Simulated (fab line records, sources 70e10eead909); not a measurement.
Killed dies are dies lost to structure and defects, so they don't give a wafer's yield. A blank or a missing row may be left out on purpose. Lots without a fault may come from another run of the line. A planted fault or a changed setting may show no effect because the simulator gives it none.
Chamber matching | flow nand_harc | NHARC_P_GATE_ETCH_32 on rie_si-06: 4 sister chambers
The step etches the open film in HBr/Cl2, target depth 150 nm, time 100.1 s. 4 wafers are shown with their chamber, then 12 later ones without.

WAFERS WITH THEIR CHAMBER
wafer  | chamber | drypump_motor_current_A (A)
L084.5 | 0       | 4.9
L086.1 | 3       | 5.1
L089.5 | 1       | 5.4
L089.6 | 2       | 5.7

WAFERS WITHOUT THEIR CHAMBER
wafer  | drypump_motor_current_A (A)
L091.3 | 4.8
L091.5 | 5.1
L091.6 | 5.6
L092.3 | 5.6
L092.5 | 5.6
L092.6 | 5.4
L093.1 | 4.8
L093.3 | 5.2
L093.6 | 5.2
L094.2 | 4.8
L094.4 | 5.7
L094.6 | 5.6

WHICH CHAMBER EACH WENT THROUGH
wafer  | from the rows above     | in truth
L091.3 | 0                       | 0
L091.5 | 3                       | 3
L091.6 | can't be placed: 2 or 1 | 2
L092.3 | can't be placed: 2 or 1 | 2
L092.5 | can't be placed: 2 or 1 | 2
L092.6 | 1                       | 1
L093.1 | 0                       | 0
L093.3 | can't be placed: 3 or 1 | 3
L093.6 | can't be placed: 3 or 1 | 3
L094.2 | 0                       | 0
L094.4 | 2                       | 2
L094.6 | can't be placed: 2 or 1 | 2
Placed correctly: 6 of 12. Can't be placed from these rows: 6 (the true chamber is among the candidates in 6). Placed wrongly: 0.
How it was worked out, from the rows above alone: a wafer's distance from a chamber is the root of the sum, over the readings, of the square of ((its reading less the chamber's mean) divided by the reading's scatter). The wafer belongs to the nearest chamber; if the next one is less than 2 further off, it can't be placed. A chamber's mean is the mean of its shown wafers. The scatter: with one shown wafer a chamber, the root of the mean of the squares of how far each hidden wafer lies from its nearest shown one.
